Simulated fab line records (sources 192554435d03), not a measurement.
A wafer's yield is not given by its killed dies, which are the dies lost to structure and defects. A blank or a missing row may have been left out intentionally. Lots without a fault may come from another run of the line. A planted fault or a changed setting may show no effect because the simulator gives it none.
fab line records	flow n5_finfet
record lots=24	wafers=72	last_day=18
route steps=1938 shown BEOL_M8@1380 BEOL_M9@1401
lots that met no fault: from a run of the same line without faults
start_h: hours from the record's first day to the start of the lot's first wafer shown	wait_h: time in hours since the lot's previous step	" as in the row above	L1.1+2: a single row standing in for several wafers	- no value present, or no start provided	* or withheld: withheld	< > ~ a bound
route shown NAME@n: NAME is a module with steps in the file, n the number in the route of the first one	usual: mean/standard deviation of fault-free wafers	same: alike in all rows	chamber/n: place in a boat	sites: readings site by site	_std_site: how widely they spread, as a standard deviation	_edge_site: mean of outer sites minus mean of inner sites	radius_mm: how far each site lies from the wafer's centre	mask NAME#n: copy n	behind: the tool/chamber that last shaped the wafer	hold: reason for holding the lot/hours on hold/outcome of the hold	device: the n, p or np transistor that did not switch	end of line: tests of these same wafers at the route's end	for a step that has no rows: nothing shown but its recipe	killed: not the wafer's yield, but the dies lost to structure and defects at the first sort	map: dies across one wafer; x = killed, . = not, _ = none there
set.NAME: the setting as run; set.NAME@STEP: as run at that earlier step	model.NAME: the simulator's own value behind a step, which no gauge read
route steps across a sampled set of lots; one table per step, one row per wafer
services: the hour from which a tool's chamber was out of use, counted from the record's first day as start_h (under 0 if before that day), plus the number of hours and why
## steps
# step N5_BEOL_M8_OCD_MEAS_38
# usual trench_depth_nm=94.1/1.8
lot.wafer	tool	chamber	start_h	wait_h	trench_depth_nm
L074.1	ocd-01	-	217.14	-	97.3
L074.3	"	-	"	"	91.9
L074.6	"	-	"	"	96.3
L075.1	ocd-02	-	227.96	-	91.2
L075.3	"	-	"	"	95.3
L075.4	"	-	"	"	92.8
L076.1	ocd-02	-	232.56	-	91.7
L076.3	"	-	"	"	94.4
L076.6	"	-	"	"	96.4
L079.1	ocd-02	-	236.70	-	93.6
L079.3	"	-	"	"	97.1
L079.4	"	-	"	"	95.3
L077.1	ocd-01	-	237.32	-	93.7
L077.3	"	-	"	"	94.4
L077.6	"	-	"	"	93.4
L078.2	ocd-01	-	241.00	-	95.5
L078.4	"	-	"	"	96.1
L078.5	"	-	"	"	95.2
L080.2	ocd-01	-	252.70	-	95.0
L080.4	"	-	"	"	92.5
L080.5	"	-	"	"	93.9
L081.1	ocd-02	-	255.19	-	94.3
L081.4	"	-	"	"	96.9
L081.5	"	-	"	"	91.1
L083.1	ocd-02	-	255.44	-	92.6
L083.5	"	-	"	"	95.1
L083.6	"	-	"	"	95.1
L082.1	ocd-01	-	257.91	-	95.2
L082.3	"	-	"	"	93.9
L082.5	"	-	"	"	95.4
L084.2	ocd-01	-	267.03	-	93.5
L084.3	"	-	"	"	92.3
L084.5	"	-	"	"	93.2
L085.3	ocd-01	-	272.21	-	93.5
L085.5	"	-	"	"	94.2
L085.6	"	-	"	"	92.9
L087.2	ocd-01	-	292.82	-	94.9
L087.3	"	-	"	"	95.5
L087.5	"	-	"	"	91.2
L086.1	ocd-01	-	293.36	-	93.4
L086.3	"	-	"	"	95.9
L086.4	"	-	"	"	92.8
L089.1	ocd-02	-	302.27	-	92.3
L089.5	"	-	"	"	95.4
L089.6	"	-	"	"	91.0
L088.1	ocd-01	-	304.60	-	93.2
L088.4	"	-	"	"	93.2
L088.5	"	-	"	"	92.7
L091.3	ocd-01	-	310.94	-	93.6
L091.4	"	-	"	"	93.6
L091.6	"	-	"	"	91.8
L090.1	ocd-02	-	314.25	-	93.2
L090.3	"	-	"	"	96.6
L090.5	"	-	"	"	91.2
L093.3	ocd-02	-	323.59	-	92.4
L093.4	"	-	"	"	92.1
L093.6	"	-	"	"	91.5
L092.3	ocd-02	-	332.97	-	95.4
L092.4	"	-	"	"	91.6
L092.6	"	-	"	"	96.0
L094.1	ocd-02	-	344.39	-	93.0
L094.5	"	-	"	"	95.2
L094.6	"	-	"	"	91.1
L096.1	ocd-01	-	353.61	-	94.3
L096.5	"	-	"	"	95.9
L096.6	"	-	"	"	95.6
L095.2	ocd-01	-	353.65	-	92.6
L095.4	"	-	"	"	93.4
L095.6	"	-	"	"	95.4
L097.1	ocd-01	-	357.47	-	96.6
L097.2	"	-	"	"	97.2
L097.3	"	-	"	"	92.6
# step N5_BEOL_M9_ILD_DEP_00
# recipe material=SiCOH_lowk	target_thk_a=3085.1	temp_c=300	precursor=DEMS/porogen	pressure_torr=5	rf_w=500	time_s=58
# usual heater_power_outer_w=140/23	heater_power_w=304/29	showerhead_plenum_p_Torr=5.736/0.017	throttle_valve_pct=14.1/1.1
# same time_s=58
lot.wafer	tool	chamber	start_h	wait_h	heater_power_outer_w	heater_power_w	showerhead_plenum_p_Torr	throttle_valve_pct
L074.1	pecvd-02	1	219.60	0.0	124	295	5.736	13.1
L074.3	"	0	"	"	136	294	5.736	14.0
L074.6	"	0	"	"	138	305	5.748	14.4
L075.1	pecvd-01	1	230.85	0.0	137	287	5.715	16.4
L075.3	"	0	"	"	135	294	5.736	13.6
L075.4	"	1	"	"	146	299	5.733	16.1
L076.1	pecvd-04	2	236.74	0.0	137	269	5.727	13.0
L076.3	"	1	"	"	159	345	5.725	13.7
L076.6	"	1	"	"	102	283	5.733	13.7
L079.1	pecvd-01	1	240.92	0.0	159	318	5.724	16.4
L079.3	"	2	"	"	161	318	5.759	14.1
L079.4	"	2	"	"	170	330	5.767	13.8
L077.1	pecvd-01	0	242.01	0.0	110	276	5.718	13.4
L077.3	"	1	"	"	180	350	5.713	16.1
L077.6	"	0	"	"	115	285	5.718	13.5
L078.2	pecvd-02	2	245.38	0.0	143	299	5.752	13.5
L078.4	"	1	"	"	145	317	5.721	12.8
L078.5	"	2	"	"	91	239	5.748	13.4
L080.2	pecvd-02	2	256.27	0.0	92	231	5.734	13.4
L080.4	"	2	"	"	101	244	5.731	13.5
L080.5	"	1	"	"	126	288	5.739	13.1
L081.1	pecvd-01	2	258.15	0.0	141	289	5.761	13.8
L081.4	"	0	"	"	111	272	5.721	13.6
L081.5	"	2	"	"	141	297	5.753	14.0
L083.1	pecvd-01	1	258.53	0.0	174	336	5.715	16.1
L083.5	"	0	"	"	141	313	5.724	13.7
L083.6	"	2	"	"	166	328	5.761	13.9
L082.1	pecvd-02	2	262.75	0.0	113	273	5.756	13.2
L082.3	"	0	"	"	136	299	5.755	14.2
L082.5	"	2	"	"	121	274	5.750	13.3
L084.2	pecvd-02	1	270.39	0.0	126	295	5.736	12.7
L084.3	"	0	"	"	157	326	5.728	14.4
L084.5	"	2	"	"	140	301	5.752	13.6
L085.3	pecvd-01	2	275.20	0.0	141	289	5.763	14.4
L085.5	"	1	"	"	173	344	5.709	16.3
L085.6	"	0	"	"	110	264	5.709	13.4
L087.2	pecvd-01	2	296.11	0.0	162	318	5.771	14.1
L087.3	"	1	"	"	178	352	5.710	16.4
L087.5	"	2	"	"	164	321	5.758	14.1
L086.1	pecvd-01	0	296.69	0.0	120	290	5.726	13.7
L086.3	"	2	"	"	123	265	5.752	14.0
L086.4	"	1	"	"	191	360	5.730	16.2
L089.1	pecvd-01	0	304.50	0.0	110	268	5.717	13.8
L089.5	"	1	"	"	173	333	5.729	16.5
L089.6	"	0	"	"	116	282	5.708	13.5
L088.1	pecvd-01	2	309.02	0.0	162	317	5.753	13.8
L088.4	"	2	"	"	167	318	5.748	14.3
L088.5	"	0	"	"	140	308	5.719	13.7
L091.3	pecvd-04	1	313.35	0.0	158	361	5.743	13.7
L091.4	"	1	"	"	103	283	5.732	13.7
L091.6	"	0	"	"	154	366	5.727	14.3
L090.1	pecvd-04	0	317.71	0.0	133	337	5.750	14.4
L090.3	"	2	"	"	149	292	5.751	13.0
L090.5	"	1	"	"	124	311	5.724	13.5
L093.3	pecvd-02	0	326.61	0.0	133	298	5.731	14.4
L093.4	"	1	"	"	106	269	5.740	12.9
L093.6	"	2	"	"	91	236	5.745	13.8
L092.3	pecvd-01	0	337.05	0.1	107	272	5.727	13.5
L092.4	"	1	"	"	140	294	5.710	16.1
L092.6	"	1	"	"	144	306	5.710	16.2
L094.1	pecvd-02	2	348.36	0.0	130	287	5.756	13.5
L094.5	"	2	"	"	132	295	5.743	13.7
L094.6	"	1	"	"	126	297	5.748	13.0
L096.1	pecvd-04	2	356.21	0.0	151	304	5.733	13.1
L096.5	"	0	"	"	152	358	5.736	14.4
L096.6	"	2	"	"	155	299	5.728	13.4
L095.2	pecvd-02	0	356.85	0.0	117	277	5.727	14.5
L095.4	"	1	"	"	147	323	5.737	13.0
L095.6	"	2	"	"	130	282	5.743	13.6
L097.1	pecvd-01	0	360.00	0.0	104	263	5.723	13.3
L097.2	"	1	"	"	164	329	5.719	16.1
L097.3	"	2	"	"	165	310	5.757	14.4
# step N5_BEOL_M9_CD_MEAS_11
# recipe target_cd_nm=64.1	landing_energy_ev=500	detector=se_inlens	polarity=opening
# usual cd_nm=64.1/0.55
lot.wafer	tool	chamber	start_h	wait_h	cd_nm
L074.1	cd_sem-01	0	221.90	-	63.1
L074.3	"	0	"	"	63.2
L074.6	"	0	"	"	63.7
L075.1	cd_sem-03	0	233.24	-	64.7
L075.3	"	0	"	"	64.4
L075.4	"	0	"	"	65.1
L076.1	cd_sem-03	0	238.52	-	63.7
L076.3	"	0	"	"	64.4
L076.6	"	0	"	"	64.1
L079.1	cd_sem-03	0	244.97	-	63.9
L079.3	"	0	"	"	65.0
L079.4	"	0	"	"	64.8
L077.1	cd_sem-01	0	245.51	-	63.4
L077.3	"	0	"	"	63.0
L077.6	"	0	"	"	63.5
L078.2	cd_sem-02	0	247.09	-	64.3
L078.4	"	0	"	"	63.7
L078.5	"	0	"	"	64.3
L080.2	cd_sem-03	0	258.84	-	63.9
L080.4	"	0	"	"	63.6
L080.5	"	0	"	"	64.1
L081.1	cd_sem-02	0	262.14	-	63.8
L081.4	"	0	"	"	63.1
L081.5	"	0	"	"	63.9
L083.1	cd_sem-02	0	262.31	-	63.5
L083.5	"	0	"	"	63.6
L083.6	"	0	"	"	63.8
L082.1	cd_sem-02	0	264.26	-	64.1
L082.3	"	0	"	"	64.5
L082.5	"	0	"	"	64.2
L084.2	cd_sem-02	0	272.49	-	63.2
L084.3	"	0	"	"	63.2
L084.5	"	0	"	"	63.5
L085.3	cd_sem-02	0	278.29	-	64.5
L085.5	"	0	"	"	64.1
L085.6	"	0	"	"	64.6
L087.2	cd_sem-03	0	297.72	-	64.0
L087.3	"	0	"	"	64.1
L087.5	"	0	"	"	64.0
L086.1	cd_sem-01	0	298.34	-	64.6
L086.3	"	0	"	"	64.7
L086.4	"	0	"	"	64.4
L089.1	cd_sem-02	0	307.90	-	63.7
L089.5	"	0	"	"	63.9
L089.6	"	0	"	"	64.3
L088.1	cd_sem-01	0	311.55	-	63.7
L088.4	"	0	"	"	64.1
L088.5	"	0	"	"	63.8
L091.3	cd_sem-01	0	315.40	-	64.4
L091.4	"	0	"	"	65.0
L091.6	"	0	"	"	64.8
L090.1	cd_sem-01	0	319.19	-	64.1
L090.3	"	0	"	"	64.0
L090.5	"	0	"	"	63.6
L093.3	cd_sem-01	0	328.31	-	64.2
L093.4	"	0	"	"	64.9
L093.6	"	0	"	"	65.2
L092.3	cd_sem-03	0	339.02	-	64.5
L092.4	"	0	"	"	63.7
L092.6	"	0	"	"	65.0
L094.1	cd_sem-03	0	349.98	-	63.8
L094.5	"	0	"	"	64.0
L094.6	"	0	"	"	63.8
L096.1	cd_sem-03	0	358.32	-	64.7
L096.5	"	0	"	"	64.2
L096.6	"	0	"	"	64.6
L095.2	cd_sem-01	0	358.52	-	63.7
L095.4	"	0	"	"	64.0
L095.6	"	0	"	"	63.9
L097.1	cd_sem-02	0	362.66	-	63.9
L097.2	"	0	"	"	64.1
L097.3	"	0	"	"	64.4
# step N5_BEOL_M9_CD_MEAS_18
# recipe pitch_nm=140	target_cd_nm=70
# usual cd_nm=70.0/0.61
lot.wafer	tool	chamber	start_h	wait_h	cd_nm
L074.1	cd_sem-01	-	222.45	0.0	68.4
L074.3	"	-	"	"	69.3
L074.6	"	-	"	"	69.2
L075.1	cd_sem-01	-	233.78	0.0	70.3
L075.3	"	-	"	"	69.9
L075.4	"	-	"	"	70.0
L076.1	cd_sem-01	-	239.06	0.0	69.4
L076.3	"	-	"	"	70.0
L076.6	"	-	"	"	69.6
L079.1	cd_sem-03	-	246.07	0.0	70.5
L079.3	"	-	"	"	70.5
L079.4	"	-	"	"	70.3
L077.1	cd_sem-01	-	246.56	0.0	69.0
L077.3	"	-	"	"	69.1
L077.6	"	-	"	"	69.5
L078.2	cd_sem-03	-	247.64	0.1	70.3
L078.4	"	-	"	"	70.3
L078.5	"	-	"	"	71.0
L080.2	cd_sem-01	-	259.59	0.1	70.4
L080.4	"	-	"	"	69.9
L080.5	"	-	"	"	70.1
L081.1	cd_sem-03	-	262.84	0.0	69.3
L081.4	"	-	"	"	69.5
L081.5	"	-	"	"	69.9
L083.1	cd_sem-03	-	263.05	0.0	69.6
L083.5	"	-	"	"	70.1
L083.6	"	-	"	"	69.6
L082.1	cd_sem-02	-	264.80	0.0	70.3
L082.3	"	-	"	"	70.3
L082.5	"	-	"	"	70.9
L084.2	cd_sem-03	-	273.13	0.1	68.5
L084.3	"	-	"	"	69.7
L084.5	"	-	"	"	69.5
L085.3	cd_sem-03	-	279.51	0.1	70.2
L085.5	"	-	"	"	70.3
L085.6	"	-	"	"	70.5
L087.2	cd_sem-02	-	298.27	0.1	70.5
L087.3	"	-	"	"	70.0
L087.5	"	-	"	"	70.1
L086.1	cd_sem-02	-	299.32	0.0	69.9
L086.3	"	-	"	"	70.4
L086.4	"	-	"	"	71.1
L089.1	cd_sem-02	-	308.44	0.0	70.6
L089.5	"	-	"	"	70.3
L089.6	"	-	"	"	70.2
L088.1	cd_sem-02	-	312.42	0.1	70.7
L088.4	"	-	"	"	70.1
L088.5	"	-	"	"	70.1
L091.3	cd_sem-01	-	316.12	0.1	69.3
L091.4	"	-	"	"	70.9
L091.6	"	-	"	"	70.2
L090.1	cd_sem-03	-	319.73	0.0	69.8
L090.3	"	-	"	"	70.4
L090.5	"	-	"	"	69.1
L093.3	cd_sem-01	-	328.85	0.1	70.1
L093.4	"	-	"	"	70.4
L093.6	"	-	"	"	71.2
L092.3	cd_sem-02	-	339.56	0.1	70.8
L092.4	"	-	"	"	69.9
L092.6	"	-	"	"	71.0
L094.1	cd_sem-01	-	350.58	0.0	69.1
L094.5	"	-	"	"	69.8
L094.6	"	-	"	"	69.9
L096.1	cd_sem-03	-	359.52	0.0	70.2
L096.5	"	-	"	"	69.5
L096.6	"	-	"	"	69.5
L095.2	cd_sem-01	-	359.61	0.1	69.2
L095.4	"	-	"	"	69.3
L095.6	"	-	"	"	69.7
L097.1	cd_sem-02	-	363.82	0.0	70.1
L097.2	"	-	"	"	70.0
L097.3	"	-	"	"	70.5
# step N5_BEOL_M9_STRIP_80
# recipe chemistry=N2/H2	time_s=10	power_w=450	temp_c=40	pressure_mtorr=20	rf_frequency_hz=6e+07	bias_power_w=7	n2_flow_sccm=200	h2_flow_sccm=200
# usual drypump_motor_current_A=5.7/0.39	h2_flow_sccm=199.9/0.57	n2_flow_sccm=200.0/0.58	oes_product_au=0.80/0.071	rf_vpp_V=59.3/0.87	showerhead_plenum_p_Torr=2.56/0.063	temp_c=40.01/0.12	throttle_valve_pct=23.7/0.33
# same time_s=10
lot.wafer	tool	chamber	start_h	wait_h	drypump_motor_current_A	h2_flow_sccm	n2_flow_sccm	oes_product_au	rf_hours_counter_h	rf_vpp_V	showerhead_plenum_p_Torr	temp_c	throttle_valve_pct
L074.1	rie_diel-04	1	-	-	5.4	200.1	200.3	0.90	23	58.0	2.48	39.82	23.7
L074.3	"	3	"	"	5.7	198.9	200.9	0.85	51	59.3	2.60	39.95	23.9
L074.6	"	1	"	"	5.4	199.9	199.6	0.90	-	59.5	2.48	39.90	23.7
L075.1	rie_diel-04	1	-	-	5.4	199.7	199.7	0.91	27	59.1	2.48	40.13	23.7
L075.3	"	3	"	"	5.7	200.9	199.2	0.84	54	59.6	2.60	40.08	23.9
L075.4	"	0	"	"	5.9	200.4	199.8	0.75	154	59.5	2.52	39.90	23.3
L076.1	rie_diel-04	0	-	-	5.9	200.3	200.9	0.76	155	60.2	2.52	39.96	23.3
L076.3	"	2	"	"	6.4	199.9	199.0	0.85	65	58.9	2.59	39.95	24.1
L076.6	"	3	"	"	5.7	199.9	200.1	0.85	-	58.6	2.60	40.00	23.9
L079.1	rie_diel-04	2	-	-	6.4	199.4	199.8	0.85	67	61.3	2.59	40.07	24.1
L079.3	"	0	"	"	5.9	199.0	199.6	0.76	156	58.1	2.52	40.03	23.3
L079.4	"	1	"	"	5.3	200.6	200.0	0.89	30	59.8	2.48	39.98	23.7
L077.1	rie_diel-05	0	-	-	6.2	199.4	200.7	0.72	192	59.1	2.63	40.13	24.0
L077.3	"	1	"	"	5.6	200.3	199.1	0.74	175	58.3	2.51	40.32	23.5
L077.6	"	0	"	"	6.2	199.4	200.1	0.72	-	60.1	2.63	40.00	24.0
L078.2	rie_diel-04	1	-	-	5.3	199.4	199.7	0.89	30	58.9	2.48	39.88	23.7
L078.4	"	0	"	"	5.9	200.5	199.3	0.75	157	58.8	2.52	40.05	23.3
L078.5	"	0	"	"	5.9	200.0	199.7	0.75	-	58.9	2.52	39.92	23.3
L080.2	rie_diel-05	0	-	-	6.2	199.6	199.9	0.71	196	59.3	2.63	40.16	24.0
L080.4	"	2	"	"	5.5	200.1	200.5	0.87	65	59.0	2.58	40.02	23.5
L080.5	"	0	"	"	6.2	200.3	199.1	0.70	-	59.6	2.63	40.12	24.0
L081.1	rie_diel-04	3	-	-	5.7	200.2	200.6	0.84	61	59.5	2.60	40.05	23.9
L081.4	"	0	"	"	5.9	200.6	199.8	0.75	162	59.2	2.52	40.17	23.3
L081.5	"	3	"	"	5.7	200.2	200.1	0.84	-	58.4	2.60	40.10	23.9
L083.1	rie_diel-05	0	-	-	6.2	200.2	199.7	0.71	197	59.8	2.63	40.01	24.0
L083.5	"	0	"	"	6.2	199.8	199.4	0.71	-	58.9	2.63	40.19	24.0
L083.6	"	3	"	"	5.6	199.2	201.1	0.87	-	57.3	2.46	39.99	23.1
L082.1	rie_diel-02	0	-	-	5.4	200.5	200.6	0.91	28	58.8	2.73	40.05	23.6
L082.3	"	2	"	"	5.6	199.0	199.9	0.74	184	60.9	2.52	40.05	23.2
L082.5	"	2	"	"	5.6	200.4	200.4	0.74	-	60.6	2.52	40.01	23.2
L084.2	rie_diel-04	0	-	-	5.9	200.8	200.1	0.75	165	59.4	2.52	40.06	23.3
L084.3	"	2	"	"	6.4	200.7	199.0	0.84	76	60.0	2.58	39.92	24.1
L084.5	"	0	"	"	5.9	199.5	200.3	0.75	-	59.1	2.52	40.02	23.3
L085.3	rie_diel-04	2	-	-	6.4	199.4	201.1	0.81	79	59.4	2.58	39.91	24.1
L085.5	"	2	"	"	6.4	200.3	200.8	0.83	-	58.4	2.58	39.90	24.1
L085.6	"	1	"	"	5.4	200.5	199.4	0.87	-	58.8	2.47	40.05	23.7
L087.2	rie_diel-05	3	-	-	5.6	200.2	200.1	0.85	55	59.4	2.45	40.09	23.1
L087.3	"	1	"	"	5.6	199.9	200.0	0.72	193	59.0	2.51	40.10	23.5
L087.5	"	2	"	"	5.5	201.1	200.1	0.84	-	60.2	2.58	39.96	23.5
L086.1	rie_diel-05	3	-	-	5.6	200.0	201.1	0.84	56	58.9	2.45	39.93	23.1
L086.3	"	0	"	"	6.2	199.7	200.9	0.70	211	59.1	2.62	40.18	24.1
L086.4	"	2	"	"	5.5	200.2	199.8	0.86	80	60.2	2.58	40.18	23.6
L089.1	rie_diel-02	0	-	-	5.4	199.8	199.8	0.89	38	59.7	2.72	39.84	23.6
L089.5	"	2	"	"	5.6	199.8	200.6	0.73	-	59.3	2.51	40.01	23.2
L089.6	"	1	"	"	4.9	198.8	200.4	0.91	-	59.5	2.58	40.00	23.3
L088.1	rie_diel-02	3	-	-	5.2	199.3	200.3	0.67	209	61.2	2.64	39.94	24.1
L088.4	"	0	"	"	5.4	200.6	199.8	0.89	40	61.8	2.72	39.97	23.6
L088.5	"	3	"	"	5.2	199.9	199.8	0.68	-	59.8	2.63	39.99	24.1
L091.3	rie_diel-05	0	-	-	6.2	198.8	199.4	0.70	216	59.8	2.62	40.02	24.1
L091.4	"	2	"	"	5.5	200.8	199.5	0.84	85	60.3	2.58	39.85	23.5
L091.6	"	1	"	"	5.6	200.0	200.3	0.73	-	58.5	2.51	40.06	23.5
L090.1	rie_diel-04	1	-	-	5.4	199.9	199.9	0.86	52	59.9	2.47	40.10	23.7
L090.3	"	2	"	"	6.4	200.0	199.9	0.81	91	59.7	2.57	39.87	24.1
L090.5	"	0	"	"	5.9	200.9	200.5	0.73	-	57.6	2.51	40.02	23.4
L093.3	rie_diel-02	1	-	-	4.9	199.5	200.8	0.88	39	59.8	2.58	40.09	23.3
L093.4	"	3	"	"	5.2	199.1	200.0	0.68	-	59.1	2.63	40.11	24.1
L093.6	"	1	"	"	4.9	199.8	200.2	0.88	-	59.1	2.58	40.02	23.3
L092.3	rie_diel-05	2	-	-	5.5	199.9	200.8	0.83	89	59.9	2.57	40.07	23.6
L092.4	"	3	"	"	5.6	201.0	200.0	0.83	66	59.3	2.45	39.99	23.1
L092.6	"	2	"	"	5.5	200.2	200.2	0.84	-	60.1	2.57	39.89	23.5
L094.1	rie_diel-04	2	-	-	6.4	199.8	201.1	0.79	100	59.4	2.57	39.92	24.1
L094.5	"	1	"	"	5.3	198.9	200.1	0.84	-	59.3	2.47	39.88	23.7
L094.6	"	2	"	"	6.4	198.8	199.9	0.80	-	59.2	2.57	39.93	24.1
L095.2	rie_diel-02	3	-	-	5.1	199.5	199.0	0.66	224	59.5	2.63	40.17	24.1
L095.4	"	1	"	"	4.9	199.6	200.2	0.86	48	59.3	2.58	40.01	23.4
L095.6	"	3	"	"	5.1	199.8	199.6	0.67	-	59.4	2.63	39.83	24.1
L096.1	rie_diel-04	0	-	-	5.9	200.1	200.4	0.74	191	60.4	2.51	39.90	23.4
L096.5	"	3	"	"	5.7	200.8	200.8	0.81	-	59.7	2.59	39.98	23.9
L096.6	"	2	"	"	6.4	199.7	200.3	0.79	-	58.6	2.57	39.76	24.1
L097.1	rie_diel-04	0	-	-	5.9	199.5	199.4	0.73	192	59.3	2.51	39.90	23.4
L097.2	"	2	"	"	6.4	199.9	200.7	0.79	105	59.1	2.57	40.28	24.1
L097.3	"	1	"	"	5.4	199.3	200.1	0.84	66	59.5	2.46	40.14	23.7
# step N5_BEOL_M9_PRE_CLEAN_45
# recipe gas=H2/He	time_s=30	temp_c=250
# usual heater_power_w=332/42
# same time_s=30
lot.wafer	tool	chamber	start_h	wait_h	heater_power_w
L074.1	pvd_sputter-03	-	224.16	0.0	304
L074.3	"	-	"	"	282
L074.6	"	-	"	"	305
L075.1	pvd_sputter-03	-	237.54	0.0	276
L075.3	"	-	"	"	302
L075.4	"	-	"	"	353
L076.1	pvd_sputter-01	-	242.04	0.0	361
L076.3	"	-	"	"	328
L076.6	"	-	"	"	302
L079.1	pvd_sputter-03	-	248.42	0.0	280
L079.3	"	-	"	"	336
L079.4	"	-	"	"	304
L077.1	pvd_sputter-01	-	249.43	0.0	312
L077.3	"	-	"	"	301
L077.6	"	-	"	"	326
L078.2	pvd_sputter-01	-	249.76	0.0	320
L078.4	"	-	"	"	311
L078.5	"	-	"	"	312
L080.2	pvd_sputter-02	-	262.77	0.0	312
L080.4	"	-	"	"	311
L080.5	"	-	"	"	319
L083.1	pvd_sputter-01	-	264.65	0.0	320
L083.5	"	-	"	"	309
L083.6	"	-	"	"	330
L081.1	pvd_sputter-03	-	264.74	0.0	276
L081.4	"	-	"	"	349
L081.5	"	-	"	"	304
L082.1	pvd_sputter-03	-	268.14	0.0	302
L082.3	"	-	"	"	384
L082.5	"	-	"	"	283
L084.2	pvd_sputter-01	-	275.17	0.0	294
L084.3	"	-	"	"	316
L084.5	"	-	"	"	302
L085.3	pvd_sputter-03	-	282.32	0.0	359
L085.5	"	-	"	"	282
L085.6	"	-	"	"	381
L087.2	pvd_sputter-02	-	302.90	0.0	329
L087.3	"	-	"	"	294
L087.5	"	-	"	"	306
L086.1	pvd_sputter-03	-	304.15	0.0	287
L086.3	"	-	"	"	393
L086.4	"	-	"	"	308
L089.1	pvd_sputter-02	-	311.40	0.0	320
L089.5	"	-	"	"	309
L089.6	"	-	"	"	426
L088.1	pvd_sputter-01	-	314.81	0.0	323
L088.4	"	-	"	"	315
L088.5	"	-	"	"	323
L091.3	pvd_sputter-02	-	317.76	0.0	295
L091.4	"	-	"	"	429
L091.6	"	-	"	"	432
L090.1	pvd_sputter-03	-	324.55	0.0	285
L090.3	"	-	"	"	308
L090.5	"	-	"	"	273
L093.3	pvd_sputter-02	-	332.94	0.0	300
L093.4	"	-	"	"	305
L093.6	"	-	"	"	320
L092.3	pvd_sputter-02	-	342.20	0.0	316
L092.4	"	-	"	"	307
L092.6	"	-	"	"	308
L094.1	pvd_sputter-01	-	354.24	0.0	378
L094.5	"	-	"	"	320
L094.6	"	-	"	"	371
L095.2	pvd_sputter-03	-	362.41	0.0	382
L095.4	"	-	"	"	284
L095.6	"	-	"	"	349
L096.1	pvd_sputter-03	-	362.97	0.0	388
L096.5	"	-	"	"	305
L096.6	"	-	"	"	384
L097.1	pvd_sputter-02	-	366.73	0.0	316
L097.2	"	-	"	"	294
L097.3	"	-	"	"	303
## services
tool	chamber	start_h	hours	kind
rie_diel-02	3	201.95	4.0	repair
pecvd-02	1	209.88	2.1	scheduled_down
rie_diel-05	3	210.20	15.3	repair
pecvd-04	0	214.44	25.6	repair
pecvd-02	2	223.44	4.2	repair
pecvd-04	2	242.61	6.9	repair
pecvd-01	-	255.82	1.6	repair
rie_diel-02	3	264.08	11.4	repair
rie_diel-02	-	271.71	2.8	pm
pecvd-02	2	278.43	2.1	scheduled_down
pecvd-04	2	289.93	9.3	repair
pecvd-02	-	292.26	5.5	pm
rie_diel-02	-	300.28	4.0	repair
rie_diel-02	0	322.58	9.6	repair
rie_diel-04	1	330.34	2.0	repair
pvd_sputter-03	-	332.92	11.1	repair
pecvd-01	2	336.51	5.5	scheduled_down
pecvd-04	0	337.05	16.5	scheduled_down
rie_diel-02	-	337.47	0.7	repair
pvd_sputter-02	-	346.78	6.9	repair
rie_diel-05	3	351.34	12.4	repair
pecvd-01	2	352.90	6.9	repair
pecvd-04	1	354.65	5.5	scheduled_down
pecvd-04	0	364.12	5.5	scheduled_down
## key
fault none
